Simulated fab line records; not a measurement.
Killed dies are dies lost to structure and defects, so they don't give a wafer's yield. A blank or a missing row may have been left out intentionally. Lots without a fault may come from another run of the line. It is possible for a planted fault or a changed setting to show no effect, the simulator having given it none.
8D (eight disciplines) problem report, filled in by code    flow nandHarc    the parts of the form that need people (team, actions taken, sign-off) are left out

== 1. WHAT IS WRONG ==
On 2 wafers of 1 lot, timeToEndpointS at NHARC_A_WL_FILL_CMP_12 has a mean of 10.8 s; fault-free wafers read 20.5 s, standard deviation 1.9. Measured from the usual mean, that is -5.1 standard deviations.
The step: polishes, t overpolish 30 s, target thk 100 nm.
First seen on wafer L425.3, day 28 10:46, on cmp-03. At this step, 36 wafers from 12 lots have a number in the record. Rule for "out" (also "out of limits"): further than 4 standard deviations from the usual mean. All remaining wafers that have a number are taken as sound.

== 2. WHAT IT IS, WHAT IT ISN'T ==
question                     is                 is not
which readings at this step  timeToEndpointS    motorCurrentA, overpolishRunS
which lots                   L425               L407, L408, L409, L410, L411, L412, L413, L415, L426, L428, L430
which wafers of those lots   L425.3, L425.6     L425.1
read on which tools          cmp-03             cmp-01, cmp-04
when                         from day 28 10:46  up to then (25 sound wafers); but 9 sound wafers of L426, L428, L430 came after

== 3. THE SUSPECTS, EACH WITH WHAT RULES IT OUT ==
Counting: any tool at a process step up to the reading remains a suspect provided it ran every lot that is out. Sound lots after the first of them don't rule it out here, since some wafers of a struck lot are sound.
- aldMetal-02 at NHARC_A_WL_FILL_ALD_19 (deposits TiN, target thk 2 nm, pulse time 3 s, ald cycles 100): kept. It processed L425, the lot that is out, at day 28 09:56, and its most recent sound lot before then was L415 at day 23 17:07.
- cmp-03 at NHARC_A_WL_FILL_CMP_12 (polishes, t overpolish 30 s, target thk 100 nm): kept. It processed L425, the lot that is out, at day 28 10:46, and its most recent sound lot before then was L412 at day 22 03:52. Its own timeToEndpointS readings are out on those wafers.
- Within cmp-03 at NHARC_A_WL_FILL_CMP_12, the wafers that are out were processed in chamber 1 and their sound lot-mates in chamber 2.
After counting, aldMetal-02 at NHARC_A_WL_FILL_ALD_19 and cmp-03 at NHARC_A_WL_FILL_CMP_12 remain.

== 4. THE CAUSE (what the simulator had put in) ==
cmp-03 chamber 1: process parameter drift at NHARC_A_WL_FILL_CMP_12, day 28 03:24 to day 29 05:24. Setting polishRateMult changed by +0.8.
Counting left 2 suspects, and this tool is among them.

== 5. THE CHAIN OF EFFECTS, in route order ==
Each row: a reading where the mean over the struck wafers with a number is more than 3 standard deviations away from the usual. Only readings whose record carries a usual standard deviation are examined. hours: median over the lots of the time between each lot's start at the first step of this table that gives one and its start at this step. sigmas: the change, counted in usual standard deviations.
hours  step                    reading          usual   on struck wafers  change  sigmas
0      NHARC_A_WL_FILL_CMP_12  timeToEndpointS  20.5 s  10.8              -9.8    -5.1
Its process steps:
- NHARC_A_WL_FILL_CMP_12: polishes, t overpolish 30 s, target thk 100 nm.
At these later measuring or inspecting steps, every struck wafer for which the step has a row has a number for every such reading, and none has moved that far: NHARC_A_WL_FILL_INSPECT_15.

== 6. WHAT WOULD HAVE CAUGHT IT SOONER ==
The fault began at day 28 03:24; the first out-of-limits reading in this record came at day 28 10:46, 7 hours later.
